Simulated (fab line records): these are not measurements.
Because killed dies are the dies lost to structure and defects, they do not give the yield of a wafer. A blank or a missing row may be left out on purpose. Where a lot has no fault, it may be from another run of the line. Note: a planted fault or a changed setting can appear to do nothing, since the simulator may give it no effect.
Which tool did it?	flow nand-harc	18 wafers from 6 lots sampled at 5 of the route's 1302 steps

## WHAT THE GAUGES SHOWED, per wafer
NHARC_END_SORT_01.
lot	measured	on	killed-at-array
L988	day 30 04:30	prober-01	47 48 41

## TOOL THAT RAN EACH LOT (tool first, then ch and the chambers of the sampled wafers, then the start)
lot	NHARC_A_STAIRCASE_ETCH_225	NHARC_A_STAIRCASE_ETCH_234	NHARC_A_STAIRCASE_ETCH_236	NHARC_A_STAIRCASE_STRIP_254
L975	rie-diel-01 ch 0,1,2, day 16 21:25 or earlier	rie-diel-11 ch 0,2,3, day 16 21:25 or earlier	rie-diel-08 ch 1,2, day 16 21:25	plasma-asher-01 ch 0,1, day 16 23:16
L979	rie-diel-11 ch 0,3, day 17 11:26 or earlier	rie-diel-08 ch 1,2,3, day 17 11:26 or earlier	rie-diel-08 ch 0,1,2, day 17 11:26 or earlier	plasma-asher-01 ch 0,1, day 17 11:26
L985	rie-diel-08 ch 0,1, day 19 23:41 or earlier	rie-diel-08 ch 0,1,2, day 19 23:41 or earlier	rie-diel-08 ch 1,2,3, day 19 23:41 or earlier	plasma-asher-02 ch 0,1, day 19 23:41
L988	rie-diel-11 ch 0,2, day 21 22:01 or earlier	rie-diel-11 ch 0,2,3, day 21 22:01 or earlier	rie-diel-11 ch 0,1,3, day 21 22:01 or earlier	plasma-asher-02 ch 0,1, day 21 22:01
L991	rie-diel-01 ch 0,1,3, day 22 23:02 or earlier	rie-diel-01 ch 1,2, day 22 23:02 or earlier	rie-diel-01 ch 0,2,3, day 22 23:02 or earlier	plasma-asher-02 ch 0,1, day 22 23:02
L994	rie-diel-01 ch 0,1,3, day 24 00:54 or earlier	rie-diel-01 ch 0,1,3, day 24 00:54 or earlier	rie-diel-01 ch 0,2,3, day 24 00:54 or earlier	plasma-asher-02 ch 0,1, day 24 00:54
- NHARC_A_STAIRCASE_ETCH_225: etches the open film in C4F8/O2, target depth 100 nm, time 40.5 s.
- NHARC_A_STAIRCASE_ETCH_234: etches the open film in C4F8/O2, target depth 100 nm, time 40.5 s.
- NHARC_A_STAIRCASE_ETCH_236: etches the open film in C4F8/O2, target depth 100 nm, time 40.5 s.
- NHARC_A_STAIRCASE_STRIP_254: strips in O2.

## THE ANSWER, worked out from the rows above alone
Rule: usual is defined by the lots themselves. Put in order of their means at a reading, lots are off if they are a third of the lots or fewer, leave a main group of 4 or more, and stand apart from it by a gap of 3 or more times the standard deviation of the main group's means; of several such gaps the widest counts. Not used: any main group whose means are identical at the precision the tables above print for the reading. A lot without any number at a reading at which 4 lots or more have one is off too. The other lots that the step has rows for count as sound.
No lot is off at any reading shown: from this, nothing can be told.

## WHAT WAS PUT IN BY THE SIMULATOR
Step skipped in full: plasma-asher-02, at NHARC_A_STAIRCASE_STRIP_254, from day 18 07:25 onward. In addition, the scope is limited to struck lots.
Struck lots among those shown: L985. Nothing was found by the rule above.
